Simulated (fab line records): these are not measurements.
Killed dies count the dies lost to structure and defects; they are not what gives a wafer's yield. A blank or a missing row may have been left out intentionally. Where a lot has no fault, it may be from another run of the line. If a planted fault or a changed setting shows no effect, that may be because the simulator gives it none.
Split-lot experiment + flow n5_finfet + 39 wafers read from 7 lots, route of 1938 steps

== ABOUT THE SPLIT ==
At N5_FIN_SAQP_SPACER2_ALD_28 (deposits SiO2, target thk 8.1 nm, pulse time 1 s, purge time 2 s), the setting target_thk_a was moved away from the recipe's 81 angstrom on 18 of the 39 wafers read, by -56.1% to +40.7%. All remaining wafers had this setting at the recipe value.

== FROM THE SPLIT TO THE READING: what the file shows between them, 9 steps ==
- N5_FIN_SAQP_SPACER2_ETCHBACK_29: etches SiO2 in CHF3/O2, target depth 12.2 nm, time 6.1 s
- N5_FIN_SAQP_MANDREL2_REMOVE_60: chemistry HBr/Cl2/O2, target a-Si, stops on SiNx, bt time 10 s
- N5_FIN_SAQP_CD_MEAS_31: target cd 8 nm
- N5_FIN_SAQP_HM_OPEN_33: chemistry CH3F/O2, target SiNx, target depth 49.4 nm, time 70.6 s
- N5_FIN_SAQP_ETCH_34: etches SiO2 in C4F6/O2, target depth 45 nm, time 15 s
- N5_FIN_SAQP_STRIP_77: strips in N2/H2, time 90 s
- N5_FIN_SAQP_HM_CD_35: target cd 8 nm
- N5_FIN_SAQP_ETCH_64: etches SiO2 in CF4, target depth 1.5 nm
- N5_FIN_SAQP_FIN_ETCH_36: etches the open film in HBr/Cl2/O2, target depth 120 nm, time 50.4 s

== THE READING ==
Shown in nm: cd_nm at N5_FIN_SAQP_CD_MEAS_37, with target cd 8 nm. Typical for fault-free wafers on this fab line: 8.17 nm, with standard deviation 0.28 nm.

| wafer  | tool, chamber at the split | target_thk_a as run, angstrom | against the recipe | cd_nm, nm | against lot-mates on the recipe |
|--------|----------------------------|-------------------------------|--------------------|-----------|---------------------------------|
| L074.1 | ald_sin-04, 3              | 81                            | recipe             | 8.63      | -                               |
| L074.2 | ald_sin-04, 2              | 81                            | recipe             | 8.71      | -                               |
| L074.6 | ald_sin-04, 3              | 81                            | recipe             | 8.26      | -                               |
| L075.1 | ald_sin-04, 1,2,1          | 81                            | recipe             | 8.23      | -                               |
| L075.2 | ald_sin-04, 1,2,1          | 81                            | recipe             | 7.93      | -                               |
| L075.3 | ald_sin-04, 3,0,0          | 114                           | +40.7%             | 11.06     | +2.79                           |
| L075.4 | ald_sin-04, 3,0,0          | 114                           | +40.7%             | 11.35     | +3.08                           |
| L075.5 | ald_sin-04, 3,0,0          | 114                           | +40.7%             | 11.33     | +3.06                           |
| L075.6 | ald_sin-04, 1,2,1          | 81                            | recipe             | 8.66      | -                               |
| L076.1 | ald_sin-02, 2              | 81                            | recipe             | 8.41      | -                               |
| L076.2 | ald_sin-02, 0,3            | 81                            | recipe             | 8.21      | -                               |
| L076.3 | ald_sin-02, 3              | 49                            | -39.5%             | 5.01      | -3.45                           |
| L076.4 | ald_sin-02, 1,2            | 49                            | -39.5%             | 4.79      | -3.67                           |
| L076.5 | ald_sin-02, 1,2            | 49                            | -39.5%             | 4.80      | -3.66                           |
| L076.6 | ald_sin-02, 0,3            | 81                            | recipe             | 8.75      | -                               |
| L080.1 | ald_sin-03, 2,0,2          | 35.56                         | -56.1%             | 3.59      | -4.58                           |
| L080.2 | ald_sin-03, 2,0,2          | 35.56                         | -56.1%             | 3.81      | -4.36                           |
| L080.3 | ald_sin-03, 1,3            | 81                            | recipe             | 8.15      | -                               |
| L080.4 | ald_sin-03, 1,3            | 81                            | recipe             | 8.12      | -                               |
| L080.5 | ald_sin-03, 2,0,2          | 35.56                         | -56.1%             | 3.88      | -4.29                           |
| L080.6 | ald_sin-03, 3              | 81                            | recipe             | 8.25      | -                               |
| L085.1 | ald_sin-02, 0,3            | 81                            | recipe             | 8.10      | -                               |
| L085.2 | ald_sin-02, 1              | 81                            | recipe             | 8.16      | -                               |
| L085.3 | ald_sin-02, 0,3            | 81                            | recipe             | 8.13      | -                               |
| L085.4 | ald_sin-02, 2,3,2          | 95.69                         | +18.1%             | 9.72      | +1.59                           |
| L085.5 | ald_sin-02, 2,3,2          | 95.69                         | +18.1%             | 9.24      | +1.11                           |
| L085.6 | ald_sin-02, 2,3,2          | 95.69                         | +18.1%             | 9.15      | +1.02                           |
| L093.1 | ald_sin-02, 3,0            | 81                            | recipe             | 8.01      | -                               |
| L093.2 | ald_sin-02, 1,2,3          | 61.62                         | -23.9%             | 6.38      | -1.68                           |
| L093.3 | ald_sin-02, 0              | 81                            | recipe             | 8.13      | -                               |
| L093.4 | ald_sin-02, 1,2,3          | 61.62                         | -23.9%             | 5.90      | -2.16                           |
| L093.5 | ald_sin-02, 3,0            | 81                            | recipe             | 8.05      | -                               |
| L093.6 | ald_sin-02, 1,2,3          | 61.62                         | -23.9%             | 6.46      | -1.60                           |
| L095.1 | ald_sin-03, 3,1,3          | 81                            | recipe             | 8.27      | -                               |
| L095.2 | ald_sin-03, 1,2            | 49.14                         | -39.3%             | 4.77      | -3.42                           |
| L095.3 | ald_sin-03, 2              | 49.14                         | -39.3%             | 4.56      | -3.63                           |
| L095.4 | ald_sin-03, 3,1,3          | 81                            | recipe             | 8.02      | -                               |
| L095.5 | ald_sin-03, 1,2            | 49.14                         | -39.3%             | 5.22      | -2.97                           |
| L095.6 | ald_sin-03, 3,1,3          | 81                            | recipe             | 8.27      | -                               |
If several chambers appear in one row, that row covers several wafers at once and the file leaves open which wafer was in which chamber.

FIT RESULTS
A straight line over all 39 wafers: cd_nm changes by +0.0795 nm for each +1% of target_thk_a; r = +0.99; the points scatter about the line by 0.26 nm.
The same after taking each lot's own level away (the mean of its wafers on the recipe; 39 wafers): +0.0794 nm for each +1%; r = +0.99; scatter 0.24 nm.
On that fit, the largest move of target_thk_a shifts the reading by 4.5 nm.
From 8.063 to 8.533 nm: that is the span of the lots' own levels, equal to 1.7 times the standard deviation above.
The two slopes are in agreement: the lot-to-lot level therefore moves the slope only a little.
Check: with one of the wafers moved furthest among these (-56.1%) left out of the fit, the line predicts -4.52 nm for it against its lot-mates. It came out at -4.58 nm against them.

== THE WHOLE CHAIN: every reading that the file lists as answering this split, in the file's order ==
| step                           | what it does                                                         | reading                                                                                 | change (the file's fit)                | r (the file's) |
|--------------------------------|----------------------------------------------------------------------|-----------------------------------------------------------------------------------------|----------------------------------------|----------------|
| N5_FIN_SAQP_SPACER2_ALD_28     | deposits SiO2, target thk 8.1 nm, pulse time 1 s, purge time 2 s     | SiO2_of_FIN_SAQP_SPACER2_ALD_28.thk_nm (the simulator's own value, which no gauge read) | +0.08 nm for each +1% of the setting   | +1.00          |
| N5_FIN_SAQP_MANDREL2_REMOVE_60 | chemistry HBr/Cl2/O2, target a-Si, stops on SiNx, bt time 10 s       | FIN_SAQP.cd_nm (the simulator's own value, which no gauge read)                         | +0.0799 nm for each +1% of the setting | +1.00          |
| N5_FIN_SAQP_CD_MEAS_31         | target cd 8 nm                                                       | cd_nm                                                                                   | +0.0785 nm for each +1% of the setting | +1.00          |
| N5_FIN_SAQP_HM_OPEN_33         | chemistry CH3F/O2, target SiNx, target depth 49.4 nm, time 70.6 s    | FIN_SAQP.cd_nm (the simulator's own value, which no gauge read)                         | +0.079 nm for each +1% of the setting  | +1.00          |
| N5_FIN_SAQP_HM_CD_35           | target cd 8 nm                                                       | cd_nm                                                                                   | +0.0786 nm for each +1% of the setting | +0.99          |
| N5_FIN_SAQP_FIN_ETCH_36        | etches the open film in HBr/Cl2/O2, target depth 120 nm, time 50.4 s | FIN_SAQP.cd_nm (the simulator's own value, which no gauge read)                         | +0.0807 nm for each +1% of the setting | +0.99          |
| N5_FIN_SAQP_CD_MEAS_37         | target cd 8 nm                                                       | cd_nm                                                                                   | +0.0803 nm for each +1% of the setting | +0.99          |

== THE FILE'S OWN FIT ==
cd_nm changes by +0.0803 nm for each +1% of target_thk_a, r = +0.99.
